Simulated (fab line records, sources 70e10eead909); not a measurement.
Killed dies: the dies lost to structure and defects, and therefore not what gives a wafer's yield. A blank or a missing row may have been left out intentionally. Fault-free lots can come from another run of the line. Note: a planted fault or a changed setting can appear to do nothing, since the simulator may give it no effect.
Chamber matching / flow nand-harc / 4 sister chambers for NHARC_P_M2_CMP_23 on cmp-01
The step polishes, t overpolish 20 s, target thk 144.3 nm. 20 wafers are shown with their chamber, then 10 later ones without.

== WAFERS, EACH WITH ITS CHAMBER ==
wafer=L074.1; chamber=2; motor-current-A (A)=13.0; slurry-filter-dp-kPa (kPa)=13.67; time-to-endpoint-s (s)=26.3
wafer=L074.2; chamber=3; motor-current-A (A)=10.5; slurry-filter-dp-kPa (kPa)=13.47; time-to-endpoint-s (s)=25.9
wafer=L074.3; chamber=0; motor-current-A (A)=12.0; slurry-filter-dp-kPa (kPa)=13.58; time-to-endpoint-s (s)=28.1
wafer=L077.2; chamber=1; motor-current-A (A)=11.8; slurry-filter-dp-kPa (kPa)=13.53; time-to-endpoint-s (s)=27.7
wafer=L077.4; chamber=2; motor-current-A (A)=13.4; slurry-filter-dp-kPa (kPa)=13.61; time-to-endpoint-s (s)=26.9
wafer=L077.6; chamber=2; motor-current-A (A)=13.2; slurry-filter-dp-kPa (kPa)=13.58; time-to-endpoint-s (s)=28.7
wafer=L078.1; chamber=3; motor-current-A (A)=11.2; slurry-filter-dp-kPa (kPa)=13.70; time-to-endpoint-s (s)=29.3
wafer=L078.2; chamber=0; motor-current-A (A)=13.0; slurry-filter-dp-kPa (kPa)=13.47; time-to-endpoint-s (s)=31.1
wafer=L078.3; chamber=1; motor-current-A (A)=11.9; slurry-filter-dp-kPa (kPa)=13.72; time-to-endpoint-s (s)=27.3
wafer=L083.1; chamber=3; motor-current-A (A)=10.4; slurry-filter-dp-kPa (kPa)=13.46; time-to-endpoint-s (s)=24.6
wafer=L083.2; chamber=2; motor-current-A (A)=13.4; slurry-filter-dp-kPa (kPa)=13.35; time-to-endpoint-s (s)=25.3
wafer=L083.6; chamber=0; motor-current-A (A)=12.4; slurry-filter-dp-kPa (kPa)=13.67; time-to-endpoint-s (s)=26.4
wafer=L086.1; chamber=3; motor-current-A (A)=10.4; slurry-filter-dp-kPa (kPa)=13.29; time-to-endpoint-s (s)=28.7
wafer=L086.2; chamber=2; motor-current-A (A)=14.0; slurry-filter-dp-kPa (kPa)=13.20; time-to-endpoint-s (s)=30.5
wafer=L086.5; chamber=1; motor-current-A (A)=12.1; slurry-filter-dp-kPa (kPa)=13.38; time-to-endpoint-s (s)=31.0
wafer=L092.2; chamber=2; motor-current-A (A)=13.6; slurry-filter-dp-kPa (kPa)=13.40; time-to-endpoint-s (s)=25.9
wafer=L092.3; chamber=3; motor-current-A (A)=10.3; slurry-filter-dp-kPa (kPa)=13.16; time-to-endpoint-s (s)=28.7
wafer=L092.4; chamber=0; motor-current-A (A)=11.9; slurry-filter-dp-kPa (kPa)=13.58; time-to-endpoint-s (s)=28.8
wafer=L093.1; chamber=1; motor-current-A (A)=11.7; slurry-filter-dp-kPa (kPa)=13.57; time-to-endpoint-s (s)=29.0
wafer=L093.3; chamber=0; motor-current-A (A)=12.6; slurry-filter-dp-kPa (kPa)=13.47; time-to-endpoint-s (s)=27.5

SIGNATURES (means of the wafers above)
reading=motor-current-A; chamber 0=12.380; chamber 1=11.875; chamber 2=13.433; chamber 3=10.560; scatter within a chamber=0.355
reading=slurry-filter-dp-kPa; chamber 0=13.5540; chamber 1=13.5500; chamber 2=13.4683; chamber 3=13.4160; scatter within a chamber=0.162
reading=time-to-endpoint-s; chamber 0=28.380; chamber 1=28.750; chamber 2=27.267; chamber 3=27.440; scatter within a chamber=1.89
Rule: for each reading, subtract the chamber's mean from the wafer's reading, divide by that reading's scatter and square the result; add these up over the readings and take the root, which gives the wafer's distance from the chamber. The wafer belongs to the nearest chamber; if the next one is less than 2 further off, it can't be placed. The scatter: take each reading less its chamber's mean, square it, sum over the shown wafers, divide by the number of wafers less the number of chambers, and take the root.

== WAFERS MISSING THEIR CHAMBER ==
wafer=L093.4; motor-current-A (A)=13.7; slurry-filter-dp-kPa (kPa)=13.43; time-to-endpoint-s (s)=27.5
wafer=L094.1; motor-current-A (A)=12.3; slurry-filter-dp-kPa (kPa)=13.55; time-to-endpoint-s (s)=27.4
wafer=L094.3; motor-current-A (A)=9.9; slurry-filter-dp-kPa (kPa)=13.46; time-to-endpoint-s (s)=27.4
wafer=L094.6; motor-current-A (A)=13.0; slurry-filter-dp-kPa (kPa)=13.33; time-to-endpoint-s (s)=28.0
wafer=L096.1; motor-current-A (A)=12.6; slurry-filter-dp-kPa (kPa)=13.37; time-to-endpoint-s (s)=27.6
wafer=L096.2; motor-current-A (A)=13.4; slurry-filter-dp-kPa (kPa)=13.48; time-to-endpoint-s (s)=25.6
wafer=L096.5; motor-current-A (A)=13.6; slurry-filter-dp-kPa (kPa)=13.25; time-to-endpoint-s (s)=27.9
wafer=L097.2; motor-current-A (A)=12.6; slurry-filter-dp-kPa (kPa)=13.69; time-to-endpoint-s (s)=30.0
wafer=L097.3; motor-current-A (A)=13.4; slurry-filter-dp-kPa (kPa)=13.52; time-to-endpoint-s (s)=27.6
wafer=L097.4; motor-current-A (A)=11.5; slurry-filter-dp-kPa (kPa)=13.46; time-to-endpoint-s (s)=29.8

== WHICH CHAMBER EACH WENT THROUGH ==
wafer=L093.4; from the rows above=2; in truth=2
wafer=L094.1; from the rows above=can't be placed: 0 or 1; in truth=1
wafer=L094.3; from the rows above=3; in truth=3
wafer=L094.6; from the rows above=can't be placed: 2 or 0 or 1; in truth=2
wafer=L096.1; from the rows above=can't be placed: 0 or 1 or 2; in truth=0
wafer=L096.2; from the rows above=2; in truth=2
wafer=L096.5; from the rows above=2; in truth=2
wafer=L097.2; from the rows above=can't be placed: 0 or 1 or 2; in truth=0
wafer=L097.3; from the rows above=2; in truth=2
wafer=L097.4; from the rows above=can't be placed: 1 or 0 or 3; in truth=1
5 of 10 placed correctly. Unplaceable from these rows: 5, with the true chamber sitting among the candidates in 5. Placed wrongly: 0.
